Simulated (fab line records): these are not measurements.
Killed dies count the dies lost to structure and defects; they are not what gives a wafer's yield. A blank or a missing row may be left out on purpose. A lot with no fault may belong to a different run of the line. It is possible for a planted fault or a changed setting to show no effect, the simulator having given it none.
Matching of chambers / flow n5Finfet / 4 sister chambers for N5_BEOL_M0_SAQP_ETCH_73 on rieDiel-05
The step etches SiARC in CF4, target depth 19.5 nm, time 32.5 s. 4 wafers are shown with their chamber, then 9 later ones without.

## EACH WAFER AND ITS CHAMBER
wafer=L083.1; chamber=3; drypumpMotorCurrentA (A)=5.1
wafer=L092.2; chamber=2; drypumpMotorCurrentA (A)=5.1
wafer=L092.4; chamber=1; drypumpMotorCurrentA (A)=5.4
wafer=L092.5; chamber=0; drypumpMotorCurrentA (A)=6.8

## WAFERS MISSING THEIR CHAMBER
wafer=L094.2; drypumpMotorCurrentA (A)=5.0
wafer=L094.3; drypumpMotorCurrentA (A)=5.4
wafer=L094.5; drypumpMotorCurrentA (A)=5.4
wafer=L095.1; drypumpMotorCurrentA (A)=6.8
wafer=L095.4; drypumpMotorCurrentA (A)=5.1
wafer=L095.6; drypumpMotorCurrentA (A)=5.4
wafer=L091.3; drypumpMotorCurrentA (A)=5.4
wafer=L091.4; drypumpMotorCurrentA (A)=5.0
wafer=L091.5; drypumpMotorCurrentA (A)=5.1

## EACH ONE'S CHAMBER
wafer=L094.2; from the rows above=can't be placed: 2 or 3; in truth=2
wafer=L094.3; from the rows above=1; in truth=1
wafer=L094.5; from the rows above=1; in truth=1
wafer=L095.1; from the rows above=0; in truth=0
wafer=L095.4; from the rows above=can't be placed: 2 or 3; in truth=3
wafer=L095.6; from the rows above=1; in truth=1
wafer=L091.3; from the rows above=1; in truth=1
wafer=L091.4; from the rows above=can't be placed: 2 or 3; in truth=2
wafer=L091.5; from the rows above=can't be placed: 2 or 3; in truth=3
Placed correctly: 5 of 9. From these rows, 4 cannot be placed; in 4 the true chamber is one of the candidates. Number placed wrongly: 0.
How it was worked out, from the rows above alone: a wafer's distance from a chamber is the root of the sum, over the readings, of the square of ((its reading less the chamber's mean) divided by the reading's scatter). If the next closest chamber is less than 2 further off than the closest, the wafer can't be placed; otherwise it belongs to the closest. For every chamber, the mean is computed from those of its wafers that are shown. The scatter (one wafer shown for each chamber): square how far every hidden wafer sits from the nearest shown wafer, average those squares and take the square root.
